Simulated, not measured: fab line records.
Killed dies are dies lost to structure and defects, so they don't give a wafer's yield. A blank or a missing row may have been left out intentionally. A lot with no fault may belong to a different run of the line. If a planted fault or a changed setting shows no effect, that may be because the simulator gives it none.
fab line records ; flow nand-harc
record: lots: 12; wafers: 36; last-day: 34
route steps=1302 shown P_START@1 P_ZERO_WELL@19 END@1302
lots that met no fault: from a run of the same line without faults
start-h: hours from the record's first day to the start of the lot's first wafer shown ; wait-h: time in hours since the lot's previous step ; " identical to the entry in the row above ; L1.1+2: a single row standing in for several wafers ; - no value, or no start was given ; * or withheld: withheld ; < > ~ a bound
route shown NAME@n: names a module that has steps shown in the file, with the first one's number in the route ; usual: mean/standard deviation taken from wafers without a fault ; same: alike in all rows ; chamber/n: place in a boat ; sites: each site's reading ; _std_site: standard deviation of those values ; _edge_site: outer sites' mean less inner sites' ; radius-mm: how far each site lies from the wafer's centre ; mask NAME#n: copy n ; behind: the most recent tool/chamber to have shaped the wafer ; hold: what put the lot on hold/how long, in hours/how the hold closed ; device: transistor that didn't switch, given as n, p or np ; end of line: at the end of the route, the tests of the same wafers ; a step given without rows: its recipe and nothing more ; killed: dies that structure and defects cost at the first sort, which is not the same as the wafer's yield ; map: per-die view of a wafer (x killed, . not killed, _ where there is no die)
set.NAME: the run value of the setting; set.NAME@STEP: its run value at that earlier step ; model.NAME: the simulator's own value behind a step, which no gauge read
one table for each step of the route and one row for each wafer, over a sample of lots
services: the hour from which a tool's chamber was out of use, counted from the record's first day as start-h (under 0 if before that day), plus the number of hours and why
== steps ==
step: NHARC_P_START_INSPECT_01
usual: raw-defect-count: 3.4/1.7
lot.wafer;tool;chamber;start-h;wait-h;raw-defect-count
L970.1;defect-inspect-01;-;30.04;-;5
L970.2;defect-inspect-01;-;30.04;-;0
L970.5;defect-inspect-01;-;30.04;-;4
L971.1;defect-inspect-02;-;40.04;-;3
L971.3;defect-inspect-02;-;40.04;-;5
L971.5;defect-inspect-02;-;40.04;-;3
L973.2;defect-inspect-01;-;60.04;-;2
L973.3;defect-inspect-01;-;60.04;-;7
L973.5;defect-inspect-01;-;60.04;-;2
L974.3;defect-inspect-01;-;70.04;-;2
L974.5;defect-inspect-01;-;70.04;-;0
L974.6;defect-inspect-01;-;70.04;-;2
L976.1;defect-inspect-02;-;90.04;-;2
L976.2;defect-inspect-02;-;90.04;-;2
L976.5;defect-inspect-02;-;90.04;-;8
L978.1;defect-inspect-01;-;110.04;-;4
L978.2;defect-inspect-01;-;110.04;-;4
L978.4;defect-inspect-01;-;110.04;-;2
L979.2;defect-inspect-02;-;120.04;-;1
L979.5;defect-inspect-02;-;120.04;-;2
L979.6;defect-inspect-02;-;120.04;-;0
L981.3;defect-inspect-02;-;140.04;-;1
L981.5;defect-inspect-02;-;140.04;-;3
L981.6;defect-inspect-02;-;140.04;-;2
L986.1;defect-inspect-02;-;190.04;-;2
L986.2;defect-inspect-02;-;190.04;-;4
L986.5;defect-inspect-02;-;190.04;-;1
L990.1;defect-inspect-02;-;230.03;-;2
L990.2;defect-inspect-02;-;230.03;-;5
L990.5;defect-inspect-02;-;230.03;-;5
L991.1;defect-inspect-01;-;240.04;-;2
L991.4;defect-inspect-01;-;240.04;-;4
L991.6;defect-inspect-01;-;240.04;-;2
L992.1;defect-inspect-01;-;250.04;-;3
L992.3;defect-inspect-01;-;250.04;-;3
L992.5;defect-inspect-01;-;250.04;-;4
step: NHARC_P_ZERO_WELL_ETCH_63
recipe: target-depth-a: 1200; time-s: 40.1; hbr-flow-sccm: 150; cl2-flow-sccm: 50; rf-w: 400; icp-w: 400; bias-w: 100; chemistry: HBr/Cl2
usual: drypump-motor-current-A: 5.8/0.58; oes-product-au: 0.998/0.013; throttle-valve-pct: 26.406/0.0093
lot.wafer;tool;chamber;start-h;wait-h;drypump-motor-current-A;oes-product-au;rf-hours-counter-h;throttle-valve-pct
L970.2;rie-si-04;1;31.53;-;6.7;1.001;0.2;26.415
L970.1;rie-si-04;3;31.53;-;6.0;0.964;0.3;26.413
L970.5;rie-si-04;1;31.53;-;6.7;0.996;-;26.396
L971.1;rie-si-03;3;41.68;-;6.2;0.986;1.0;26.406
L971.3;rie-si-03;2;41.68;-;5.2;1.006;0.9;26.400
L971.5;rie-si-03;0;41.68;-;4.7;1.008;-;26.410
L973.2;rie-si-03;1;61.72;-;6.3;1.009;0.0;26.414
L973.3;rie-si-03;3;61.72;-;6.2;1.004;0.0;26.411
L973.5;rie-si-03;0;61.72;-;4.7;1.012;-;26.401
L974.3;rie-si-04;2;71.82;-;5.1;0.982;0.4;26.407
L974.6;rie-si-04;2;71.82;-;5.1;0.986;-;26.412
L974.5;rie-si-04;3;71.82;-;6.0;0.967;-;26.403
L976.2;rie-si-04;2;91.85;-;5.1;0.988;0.6;26.416
L976.1;rie-si-04;3;91.85;-;6.0;0.968;0.6;26.398
L976.5;rie-si-04;3;91.85;-;6.0;0.963;-;26.418
L978.2;rie-si-01;3;111.67;-;5.3;0.994;0.5;26.403
L978.1;rie-si-01;0;111.67;-;6.0;0.997;0.5;26.409
L978.4;rie-si-01;2;111.67;-;5.9;0.993;0.5;26.392
L979.2;rie-si-03;1;121.66;-;6.3;1.021;0.5;26.405
L979.6;rie-si-03;1;121.66;-;6.3;1.004;-;26.407
L979.5;rie-si-03;2;121.66;-;5.1;1.011;-;26.405
L981.3;rie-si-03;1;141.66;-;6.3;1.014;0.6;26.419
L981.6;rie-si-03;2;141.66;-;5.1;1.012;-;26.411
L981.5;rie-si-03;3;141.66;-;6.2;1.014;-;26.403
L986.2;rie-si-03;0;191.68;-;4.7;0.994;0.8;26.392
L986.1;rie-si-03;2;191.68;-;5.2;1.008;0.9;26.422
L986.5;rie-si-03;0;191.68;-;4.7;1.002;-;26.404
L990.1;rie-si-03;2;231.54;-;5.2;0.972;0.0;26.398
L990.2;rie-si-03;3;231.54;-;6.2;1.018;0.0;26.403
L990.5;rie-si-03;2;231.54;-;5.2;0.988;-;26.403
L991.4;rie-si-03;1;241.54;-;6.2;1.007;0.1;26.399
L991.1;rie-si-03;2;241.54;-;5.1;0.988;0.1;26.408
L991.6;rie-si-03;1;241.54;-;6.2;1.005;-;26.418
L992.3;rie-si-03;1;251.66;-;6.2;1.006;0.1;26.405
L992.1;rie-si-03;3;251.66;-;6.2;1.014;0.1;26.427
L992.5;rie-si-03;1;251.66;-;6.3;0.993;-;26.403
step: NHARC_P_ZERO_WELL_EXPOSE_34
recipe: na: 0.6; target-cd-nm: 720; dose-mj: 22.31; mask-id: P_PWELL
usual: reticle-temp-C: 23.02/0.1
lot.wafer;tool;chamber;start-h;wait-h;mask;reticle-temp-C
L970.1;krf-scanner-04;0;33.96;-;P_PWELL#0;22.97
L970.2;krf-scanner-04;0;33.96;-;P_PWELL#0;23.08
L970.5;krf-scanner-04;0;33.96;-;P_PWELL#0;23.02
L971.1;krf-scanner-02;0;44.11;-;P_PWELL#0;22.92
L971.3;krf-scanner-02;0;44.11;-;P_PWELL#0;23.10
L971.5;krf-scanner-02;0;44.11;-;P_PWELL#0;23.03
L973.2;krf-scanner-03;0;64.15;-;P_PWELL#0;23.16
L973.3;krf-scanner-03;0;64.15;-;P_PWELL#0;23.07
L973.5;krf-scanner-03;0;64.15;-;P_PWELL#0;23.03
L974.3;krf-scanner-02;0;74.26;-;P_PWELL#0;22.80
L974.5;krf-scanner-02;0;74.26;-;P_PWELL#0;22.92
L974.6;krf-scanner-02;0;74.26;-;P_PWELL#0;22.92
L976.1;krf-scanner-04;0;94.26;-;P_PWELL#0;23.11
L976.2;krf-scanner-04;0;94.26;-;P_PWELL#0;22.91
L976.5;krf-scanner-04;0;94.26;-;P_PWELL#0;23.13
L978.1;krf-scanner-03;0;114.08;-;P_PWELL#0;23.03
L978.2;krf-scanner-03;0;114.08;-;P_PWELL#0;22.97
L978.4;krf-scanner-03;0;114.08;-;P_PWELL#0;22.82
L979.2;krf-scanner-02;0;124.09;-;P_PWELL#0;23.18
L979.5;krf-scanner-02;0;124.09;-;P_PWELL#0;22.95
L979.6;krf-scanner-02;0;124.09;-;P_PWELL#0;23.19
L981.3;krf-scanner-03;0;143.99;-;P_NWELL#0;23.08
L981.5;krf-scanner-03;0;143.99;-;P_NWELL#0;23.05
L981.6;krf-scanner-03;0;143.99;-;P_NWELL#0;23.02
L986.1;krf-scanner-03;0;193.96;-;P_PWELL#0;23.18
L986.2;krf-scanner-03;0;193.96;-;P_PWELL#0;23.15
L986.5;krf-scanner-03;0;193.96;-;P_PWELL#0;23.08
L990.1;krf-scanner-02;0;233.82;-;P_PWELL#0;22.83
L990.2;krf-scanner-02;0;233.82;-;P_PWELL#0;23.13
L990.5;krf-scanner-02;0;233.82;-;P_PWELL#0;22.92
L991.1;krf-scanner-02;0;243.68;-;P_PWELL#0;23.01
L991.4;krf-scanner-02;0;243.68;-;P_PWELL#0;23.03
L991.6;krf-scanner-02;0;243.68;-;P_PWELL#0;23.02
L992.1;krf-scanner-02;0;253.93;-;P_PWELL#0;23.25
L992.3;krf-scanner-02;0;253.93;-;P_PWELL#0;23.08
L992.5;krf-scanner-02;0;253.93;-;P_PWELL#0;23.18
step: NHARC_P_ZERO_WELL_CD_MEAS_37
recipe: target-cd-nm: 720; landing-energy-ev: 500
usual: cd-nm: 720.2/1.9
lot.wafer;tool;chamber;start-h;wait-h;cd-nm
L970.1;cd-sem-01;0;34.12;-;717.7
L970.2;cd-sem-01;0;34.12;-;717.2
L970.5;cd-sem-01;0;34.12;-;720.9
L971.1;cd-sem-03;0;44.27;-;719.2
L971.3;cd-sem-03;0;44.27;-;717.4
L971.5;cd-sem-03;0;44.27;-;723.1
L973.2;cd-sem-02;0;64.31;-;717.2
L973.3;cd-sem-02;0;64.31;-;718.8
L973.5;cd-sem-02;0;64.31;-;717.3
L974.3;cd-sem-02;0;74.42;-;720.8
L974.5;cd-sem-02;0;74.42;-;721.6
L974.6;cd-sem-02;0;74.42;-;719.0
L976.1;cd-sem-03;0;94.42;-;719.5
L976.2;cd-sem-03;0;94.42;-;722.3
L976.5;cd-sem-03;0;94.42;-;720.1
L978.1;cd-sem-03;0;114.24;-;719.7
L978.2;cd-sem-03;0;114.24;-;720.8
L978.4;cd-sem-03;0;114.24;-;720.7
L979.2;cd-sem-02;0;124.25;-;720.3
L979.5;cd-sem-02;0;124.25;-;721.1
L979.6;cd-sem-02;0;124.25;-;719.4
L981.3;cd-sem-03;0;144.14;-;-
L981.5;cd-sem-03;0;144.14;-;-
L981.6;cd-sem-03;0;144.14;-;-
L986.1;cd-sem-03;0;194.11;-;719.1
L986.2;cd-sem-03;0;194.11;-;721.5
L986.5;cd-sem-03;0;194.11;-;721.0
L990.1;cd-sem-02;0;233.97;-;721.1
L990.2;cd-sem-02;0;233.97;-;719.9
L990.5;cd-sem-02;0;233.97;-;719.6
L991.1;cd-sem-02;0;243.84;-;720.2
L991.4;cd-sem-02;0;243.84;-;720.6
L991.6;cd-sem-02;0;243.84;-;719.4
L992.1;cd-sem-03;0;254.09;-;718.6
L992.3;cd-sem-03;0;254.09;-;716.0
L992.5;cd-sem-03;0;254.09;-;717.3
step: NHARC_P_ZERO_WELL_DESCUM_54
recipe: time-s: 3; o2-flow-sccm: 200; ar-flow-sccm: 0; bias-power-w: 0; chemistry: O2
usual: drypump-motor-current-A: 5.9/0.36; mfc-ar-sccm: 0.007/0.014; oes-product-au: 1.006/0.012; rf-vpp-V: 57.8/0.92; showerhead-plenum-p-Torr: 1.90/0.098; throttle-valve-pct: 11.310/0.009
lot.wafer;tool;chamber;start-h;wait-h;drypump-motor-current-A;mfc-ar-sccm;oes-product-au;rf-hours-counter-h;rf-vpp-V;showerhead-plenum-p-Torr;throttle-valve-pct
L970.1;rie-diel-05;0;35.90;-;6.7;0;1.013;53;56.8;1.88;11.328
L970.2;rie-diel-05;1;35.90;-;6.1;0;1.005;53;56.0;1.77;11.293
L970.5;rie-diel-05;3;35.90;-;5.9;0;1.008;-;55.9;1.82;11.305
L971.1;rie-diel-05;2;46.61;-;6.2;0.044;0.988;52;58.3;1.84;11.309
L971.3;rie-diel-05;0;46.61;-;6.6;0;1.009;55;58.7;1.88;11.315
L971.5;rie-diel-05;3;46.61;-;5.9;0;1.013;-;57.4;1.82;11.292
L973.3;rie-diel-05;0;68.19;-;6.5;0;1.013;2;57.8;1.88;11.310
L973.2;rie-diel-05;2;68.19;-;6.1;0.044;1.006;5;56.9;1.83;11.313
L973.5;rie-diel-05;1;68.19;-;6.1;0;1.003;-;58.7;2.08;11.311
L974.3;rie-diel-11;1;76.24;-;5.4;0.007;1.002;57;57.0;1.78;11.305
L974.6;rie-diel-11;3;76.24;-;6.1;0;1.030;-;56.8;1.94;11.322
L974.5;rie-diel-11;0;76.24;-;5.6;0.010;0.994;-;58.0;2.03;11.327
L976.2;rie-diel-05;3;96.10;-;5.9;0;1.026;15;56.8;1.81;11.324
L976.1;rie-diel-05;1;96.10;-;6.1;0;0.996;14;58.7;2.07;11.320
L976.5;rie-diel-05;0;96.10;-;6.6;0;1.012;-;55.7;1.88;11.313
L978.4;rie-diel-10;0;115.94;-;5.7;0;1.014;14;56.9;1.93;11.308
L978.1;rie-diel-10;1;115.94;-;5.2;0;0.996;17;59.2;1.98;11.306
L978.2;rie-diel-10;3;115.94;-;5.9;0;1.003;13;56.5;1.80;11.304
L979.2;rie-diel-05;0;125.97;-;6.6;0;1.014;19;57.1;1.88;11.316
L979.5;rie-diel-05;1;125.97;-;6.1;0;1.008;-;58.6;2.07;11.303
L979.6;rie-diel-05;2;125.97;-;6.1;0.044;1.007;-;56.1;1.83;11.324
L981.3;rie-diel-11;3;145.98;-;6.0;0;1.026;16;58.9;1.94;11.308
L981.5;rie-diel-11;0;145.98;-;5.6;0.010;1.021;-;59.2;2.03;11.317
L981.6;rie-diel-11;1;145.98;-;5.5;0.007;1.001;-;58.8;1.77;11.324
L986.2;rie-diel-05;1;195.95;-;6.1;0;1.010;42;59.1;2.06;11.310
L986.1;rie-diel-05;2;195.95;-;6.2;0.044;1.003;45;58.2;1.82;11.307
L986.5;rie-diel-05;0;195.95;-;6.6;0;1.002;-;57.2;1.87;11.314
L990.2;rie-diel-11;3;235.77;-;6.1;0;1.001;44;59.1;1.93;11.313
L990.1;rie-diel-11;2;235.77;-;6.1;0.000;0.999;43;59.6;2.06;11.316
L990.5;rie-diel-11;3;235.77;-;6.1;0;1.001;-;57.3;1.93;11.316
L991.1;rie-diel-05;1;245.51;-;6.1;0;1.024;1;55.4;2.06;11.306
L991.4;rie-diel-05;0;245.51;-;6.6;0;0.988;1;57.9;1.86;11.314
L991.6;rie-diel-05;2;245.51;-;6.1;0.044;1.027;-;56.1;1.82;11.319
L992.1;rie-diel-10;3;255.94;-;5.9;0;1.002;2;57.5;1.78;11.297
L992.3;rie-diel-10;0;255.94;-;5.6;0;1.013;2;57.4;1.91;11.307
L992.5;rie-diel-10;3;255.94;-;5.9;0;1.010;-;59.2;1.78;11.319
step: NHARC_END_SORT_01
recipe: temp-c: 25
usual: killed-at-array: 56/17; killed-at-other: 0.9/1.2; killed-at-periphery: 3.9/2.5; killed-dies: 61/17; killed-open: 3.2/1.8; killed-short: 2.7/1.7
same: gross-dies: 677
lot.wafer;tool;chamber;start-h;wait-h;killed-at-array;killed-at-other;killed-at-periphery;killed-dies;killed-open;killed-short
L981.3;prober-02;0;686.71;3.1;48;0;629;677;0;1
L981.5;prober-02;0;688.30;3.7;59;0;618;677;3;1
L981.6;prober-02;0;689.10;4.0;60;1;616;677;7;0
L990.1;prober-01;0;778.71;2.5;22;2;4;28;0;2
L990.2;prober-01;0;779.52;2.8;25;5;5;35;4;1
L990.5;prober-01;0;781.93;3.7;23;0;3;26;4;2
L991.1;prober-02;0;800.26;2.5;71;0;7;78;6;4
L991.4;prober-02;0;802.66;3.4;77;0;5;82;4;4
L991.6;prober-02;0;804.26;4.0;39;0;6;45;3;4
L992.1;prober-01;0;817.12;2.5;43;0;6;49;0;3
L992.3;prober-01;0;818.72;3.1;80;1;5;86;2;6
L992.5;prober-01;0;820.33;3.7;38;1;5;44;4;1
killed by level:class
L981.3 P_ZERO_WELL:area-expose=627 A_CHANNEL_HOLE_D1:chamber-film-flake=27 A_SGD_CUT:chamber-film-flake=8 A_SLIT:chamber-film-flake=7 A_CONTACT:chamber-film-flake=3 A_ONON_D2:geometric-particle:short=1 P_STI:chamber-film-flake=1 P_GATE:chamber-film-flake=1
L981.5 P_ZERO_WELL:area-expose=612 A_CHANNEL_HOLE_D1:chamber-film-flake=34 A_SLIT:chamber-film-flake=8 A_SGD_CUT:chamber-film-flake=6 A_CONTACT:chamber-film-flake=5 P_GATE:chamber-film-flake=4 A_M1:geometric-particle:open=2 P_M0:geometric-particle:open=1
L981.6 P_ZERO_WELL:area-expose=609 A_CHANNEL_HOLE_D1:chamber-film-flake=33 A_SGD_CUT:chamber-film-flake=6 A_SLIT:chamber-film-flake=6 A_ZERO_WELL:chamber-film-flake=3 A_CHANNEL_FILL_D1:chamber-film-flake=3 A_CONTACT:chamber-film-flake=3 A_CHANNEL_HOLE_D2:geometric-particle:open=2
L990.1 A_STAIRCASE:chamber-film-flake=6 A_SLIT:chamber-film-flake=6 P_ZERO_WELL:chamber-film-flake=3 A_CONTACT:chamber-film-flake=3 A_CHANNEL_HOLE_D1:chamber-film-flake=2 THIN_TSV:chamber-film-flake=2 A_ONON_D2:geometric-particle:short=1 A_WL_FILL:geometric-particle:short=1
L990.2 A_SLIT:chamber-film-flake=7 A_CONTACT:chamber-film-flake=5 THIN_TSV:chamber-film-flake=5 A_STAIRCASE:chamber-film-flake=4 P_ZERO_WELL:chamber-film-flake=3 P_GATE:chamber-film-flake=2 A_CHANNEL_HOLE_D1:chamber-film-flake=2 A_BLC:chamber-film-flake=2
L990.5 A_CONTACT:chamber-film-flake=5 A_STAIRCASE:chamber-film-flake=5 A_SLIT:chamber-film-flake=4 A_WL_FILL:geometric-particle:open=2 P_ZERO_WELL:chamber-film-flake=2 A_ONON_D1:geometric-particle:short=1 A_CHANNEL_FILL_D1:geometric-particle:open=1 A_CHANNEL_HOLE_D2:geometric-particle:open=1
L991.1 A_SLIT:chamber-film-flake=27 A_CHANNEL_HOLE_D2:chamber-film-flake=19 A_CHANNEL_HOLE_D1:chamber-film-flake=8 P_ZERO_WELL:chamber-film-flake=4 A_CONTACT:chamber-film-flake=4 P_CONTACT:geometric-particle:open=2 A_STAIRCASE:chamber-film-flake=2 A_WL_FILL:chamber-film-flake=2
L991.4 A_SLIT:chamber-film-flake=31 A_CHANNEL_HOLE_D2:chamber-film-flake=16 A_CHANNEL_HOLE_D1:chamber-film-flake=10 A_STAIRCASE:chamber-film-flake=5 A_CONTACT:chamber-film-flake=3 P_ZERO_WELL:chamber-film-flake=2 P_GATE:chamber-film-flake=2 P_CONTACT:geometric-particle:open=1
L991.6 A_CHANNEL_HOLE_D2:chamber-film-flake=10 A_SLIT:chamber-film-flake=9 P_ZERO_WELL:chamber-film-flake=3 A_CHANNEL_HOLE_D1:chamber-film-flake=3 A_STAIRCASE:chamber-film-flake=3 A_M0:chamber-film-flake=3 A_WL_FILL:geometric-particle:short=2 A_CONTACT:chamber-film-flake=2
L992.1 A_CHANNEL_HOLE_D2:chamber-film-flake=12 A_SLIT:chamber-film-flake=11 A_CONTACT:chamber-film-flake=7 P_ZERO_WELL:chamber-film-flake=3 A_WL_FILL:chamber-film-flake=3 A_BLC:chamber-film-flake=3 P_CONTACT:chamber-film-flake=2 A_CHANNEL_FILL_D1:geometric-particle:short=1
L992.3 A_CHANNEL_HOLE_D2:chamber-film-flake=34 A_SLIT:chamber-film-flake=16 A_CONTACT:chamber-film-flake=7 A_BLC:chamber-film-flake=6 A_DECK1_JOINT:chamber-film-flake=4 A_STAIRCASE:chamber-film-flake=3 P_CONTACT:chamber-film-flake=2 A_CHANNEL_HOLE_D1:chamber-film-flake=2
L992.5 A_SLIT:chamber-film-flake=11 A_CHANNEL_HOLE_D2:chamber-film-flake=9 A_CONTACT:chamber-film-flake=5 A_BLC:chamber-film-flake=5 P_ZERO_WELL:chamber-film-flake=2 P_CONTACT:chamber-film-flake=2 A_STAIRCASE:chamber-film-flake=2 A_DECK1_JOINT:geometric-particle:open=1
== services ==
tool;chamber;start-h;hours;kind
rie-diel-05;2;36.42;3.6;repair
rie-diel-11;1;38.98;5.0;repair
rie-si-03;-;44.00;9.0;pm
rie-diel-05;0;47.12;2.1;repair
krf-scanner-03;-;52.00;4.0;pm
rie-diel-05;-;53.46;9.0;pm
krf-scanner-02;-;59.08;5.9;repair
rie-diel-11;-;66.41;0.3;repair
rie-diel-11;-;78.55;9.0;pm
krf-scanner-02;-;94.00;4.0;pm
krf-scanner-02;-;98.32;1.5;repair
rie-si-03;3;122.57;2.8;repair
rie-si-03;0;127.98;14.8;repair
rie-diel-11;0;135.50;8.6;repair
krf-scanner-02;-;137.11;0.3;repair
rie-si-04;1;153.06;19.3;repair
rie-si-04;-;165.00;9.0;pm
krf-scanner-02;-;166.60;0.2;repair
krf-scanner-02;-;180.28;1.2;repair
rie-si-03;-;221.00;9.0;pm
krf-scanner-03;-;224.00;4.0;pm
rie-diel-05;-;231.41;9.0;pm
krf-scanner-03;-;245.66;0.7;repair
krf-scanner-03;-;250.28;3.7;repair
== key ==
first-sign: step: NHARC_P_ZERO_WELL_EXPOSE_34; reading: mask; direction: changed
effect: step: NHARC_P_ZERO_WELL_CD_MEAS_37; reading: cd-nm; direction: missing
effect: step: NHARC_END_SORT_01; reading: killed-at-periphery; direction: up; sigmas: 99+; usual: 3.9; struck: 621
more-kills-born-at: NHARC_P_ZERO_WELL_EXPOSE_34@krf-scanner-03: 1848
met-at NHARC_P_ZERO_WELL_EXPOSE_34
struck-lots L981
later-rows-left-out L981.3,L981.5,L981.6
tester-left-out L981
not-acting-at NHARC_P_START_INSPECT_01,NHARC_P_ZERO_WELL_ETCH_63,NHARC_P_ZERO_WELL_DESCUM_54
onset-between 114.08 143.99
fault: kind: wrong-mask; tool: any; chamber: -; onset-h: 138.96; steps: NHARC_P_ZERO_WELL_EXPOSE_34; aux-copy: P_NWELL#0; scope: struck-lots-only
tester-left-out: of these lots the tester's yield and bins aren't shown, on N5 and GAA mostly nor the transistor test; their killed dies are dies lost to structure and defects alone, not to doping, threshold or leakage, so they don't give the yield
later-rows-left-out: the simulator's readings of these wafers behind a module that went badly wrong aren't trusted and aren't shown, but for the sort
